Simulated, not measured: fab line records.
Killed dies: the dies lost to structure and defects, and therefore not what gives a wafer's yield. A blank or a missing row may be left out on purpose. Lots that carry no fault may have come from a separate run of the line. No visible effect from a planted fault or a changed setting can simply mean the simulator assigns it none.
A struck lot beside a sound one    flow n5-finfet    14 steps out of a route of 1938
Sound: wafers L879.1, L879.4, L879.6. Struck: wafer L889.5. (L889.3 of the same lot was not struck and is left out.) The cause comes at the end.
At each step with rows: each side's tool, then ch and its chambers, then its first start. Under that, the readings that differ: sound wafers    struck wafers    difference of the means    sigmas: that difference in standard deviations of wafers without a fault.
alike: readings whose means differ by less than 2 such deviations, and words and numbers that are the same on both sides. not compared: withheld readings, readings that some wafer has no value for, bounds like >300 that may hide the same value, and numbers for which the record gives no deviation and whose values overlap.
The two part at a step that has a row with sigmas, a row that says differs or no value, or rows on one side only. Non-overlapping numbers with no deviation appear without sigmas and do not part them. A reading missing from all wafers of one side parts the sides only when that side holds two or more wafers.

first, 5 steps without rows for these wafers: N5_HKMG_FIN_STRIP_33 (strips in N2/H2); N5_HKMG_FIN_STRIP_34 (strips in CF4); N5_HKMG_FIN_ETCH_35 (etches SOC in N2/H2, target depth 215.8 nm, time 243.4 s); N5_HKMG_FIN_STRIP_92 (strips SOC in N2/H2, time 20 s); N5_HKMG_FIN_WET_ETCH_18 (etches TiN in SC1, time 55 s, target depth 5.2 nm, rinse time 30 s).
N5_HKMG_FIN_STRIP_19: strips in N2/H2, time 360 s.
  sound on plasma-asher-01 ch 0,1, day 4 03:40; struck on plasma-asher-02 ch 0, day 6 15:56
  alike: drypump-motor-current-A, heater-power-w
  not compared: rf-hours-counter-h
N5_HKMG_FIN_ALD_91: deposits TiN, target thk 1 nm, pulse time 1 s, purge time 3 s.
  sound on ald-metal-04 ch 0,1,2, day 4 04:03; struck on ald-metal-01 ch 0, day 6 16:12
  alike: heater-power-w, precursor-pulse-height-rel
  not compared: ald-cycles
then, 1 step without rows for these wafers: N5_HKMG_FIN_COAT_85 (time 60 s, resist thk 300 nm).
N5_HKMG_FIN_ETCH_86: etches SOC in N2/H2, stops on TiN, target depth 393.2 nm.
  sound on rie-diel-01 ch 0,2,3, day 4 04:23; struck on rie-diel-04 ch 0, day 6 16:32
  alike: drypump-motor-current-A, oes-product-au, rf-vpp-V, showerhead-plenum-p-Torr, throttle-valve-pct
  not compared: rf-hours-counter-h
N5_HKMG_FIN_STRIP_89: strips SOC in N2/H2, time 20 s.
  sound on rie-diel-01 ch 0,2,3, day 4 04:27; struck on rie-diel-04 ch 0, day 6 16:36
reading       sound              struck  difference  sigmas
power-w (W)   497.3 497.9 500.0  503.5   +5.1        +3
rf-vpp-V (V)  55.1 55.5 54.7     53.5    -1.6        -2
  alike: drypump-motor-current-A, oes-product-au, showerhead-plenum-p-Torr, throttle-valve-pct
  not compared: rf-hours-counter-h
then, 1 step without rows for these wafers: N5_HKMG_FIN_WET_ETCH_87 (etches TiN in SC1, time 154.2 s, target depth 4.7 nm, rinse time 30 s).
N5_HKMG_FIN_STRIP_88: strips in N2/H2, time 360 s.
  sound on plasma-asher-02 ch 0,1, day 4 04:38; struck on plasma-asher-02 ch 1, day 6 16:55
  alike: drypump-motor-current-A, heater-power-w
  not compared: rf-hours-counter-h
N5_HKMG_FIN_NWFM_ALD_20: deposits TiAlC, target thk 2 nm, pulse time 3 s, purge time 2 s.
  sound on ald-metal-03 ch 0,2, day 4 05:01; struck on ald-metal-03 ch 3, day 6 17:11
reading                                          sound  struck  difference  sigmas
ald-cycles                                       7 7 7  5       -2          
model.TiAlC_of_HKMG_FIN_NWFM_ALD_20.thk-nm (nm)  2 2 2  1.4     -0.6        
  alike: heater-power-w, precursor-pulse-height-rel
then, 1 step without rows for these wafers: N5_HKMG_FIN_ALD_71 (deposits TiN, target thk 1 nm, pulse time 1 s, purge time 3 s).

WHERE THEY PART
At N5_HKMG_FIN_STRIP_89 and nowhere else, as far as this record goes. Later steps at which nothing parts them and some readings are alike: N5_HKMG_FIN_STRIP_88, N5_HKMG_FIN_NWFM_ALD_20.

WHY: what the simulator had put in
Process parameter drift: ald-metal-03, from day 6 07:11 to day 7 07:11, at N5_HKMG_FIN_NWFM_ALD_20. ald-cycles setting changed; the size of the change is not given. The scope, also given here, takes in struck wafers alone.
